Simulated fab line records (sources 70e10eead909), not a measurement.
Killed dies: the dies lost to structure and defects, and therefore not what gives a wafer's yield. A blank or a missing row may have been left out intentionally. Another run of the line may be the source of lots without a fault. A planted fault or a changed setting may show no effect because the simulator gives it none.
Matching of chambers | flow nandHarc | NHARC_THIN_TSV_CMP_01 on cmp-02 has 4 sister chambers
The step polishes. 18 wafers are shown with their chamber, then 9 later ones without.

== WAFERS PAIRED WITH THEIR CHAMBERS ==
wafer  | chamber | motorCurrentA (A)
L231.1 | 1       | 12.5
L231.4 | 2       | 11.9
L231.6 | 1       | 12.5
L236.1 | 3       | 13.3
L236.2 | 0       | 11.4
L236.6 | 2       | 12.5
L238.2 | 3       | 13.3
L238.3 | 0       | 12.4
L238.4 | 2       | 12.2
L239.3 | 3       | 14.3
L239.5 | 2       | 11.7
L239.6 | 3       | 14.2
L241.1 | 2       | 11.7
L241.3 | 0       | 11.7
L241.5 | 3       | 14.0
L237.2 | 3       | 13.5
L237.3 | 0       | 12.1
L237.4 | 2       | 12.5

SIGNATURES, as means of the wafers listed above
reading       | chamber 0 | chamber 1 | chamber 2 | chamber 3 | scatter within a chamber
motorCurrentA | 11.900    | 12.500    | 12.083    | 13.767    | 0.405
Rule: a wafer lies at a distance from a chamber equal to the root of the sum of squares, over the readings, of (its reading less the chamber's mean, divided by the reading's scatter). The wafer belongs to the nearest chamber; if the next one is less than 2 further off, it can't be placed. How the scatter is found: for the shown wafers, subtract from each reading the mean of its chamber, square and add these, divide the total by (wafers less chambers), then take the root.

== WAFERS MISSING THEIR CHAMBER ==
wafer  | motorCurrentA (A)
L246.2 | 12.8
L246.3 | 12.3
L246.4 | 12.1
L249.4 | 13.9
L249.5 | 12.7
L249.6 | 11.7
L253.3 | 12.3
L253.5 | 12.1
L253.6 | 12.3

== CHAMBER TAKEN BY EACH ==
wafer  | from the rows above               | in truth
L246.2 | can't be placed: 1 or 2 or 0 or 3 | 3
L246.3 | can't be placed: 1 or 2 or 0      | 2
L246.4 | can't be placed: 2 or 0 or 1      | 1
L249.4 | 3                                 | 3
L249.5 | can't be placed: 1 or 2 or 0      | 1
L249.6 | can't be placed: 0 or 2 or 1      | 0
L253.3 | can't be placed: 1 or 2 or 0      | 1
L253.5 | can't be placed: 2 or 0 or 1      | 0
L253.6 | can't be placed: 1 or 2 or 0      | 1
Placed correctly: 1 of 9. Not placeable from these rows: 8 (in 8, the candidates include the true chamber). Number placed wrongly: 0.
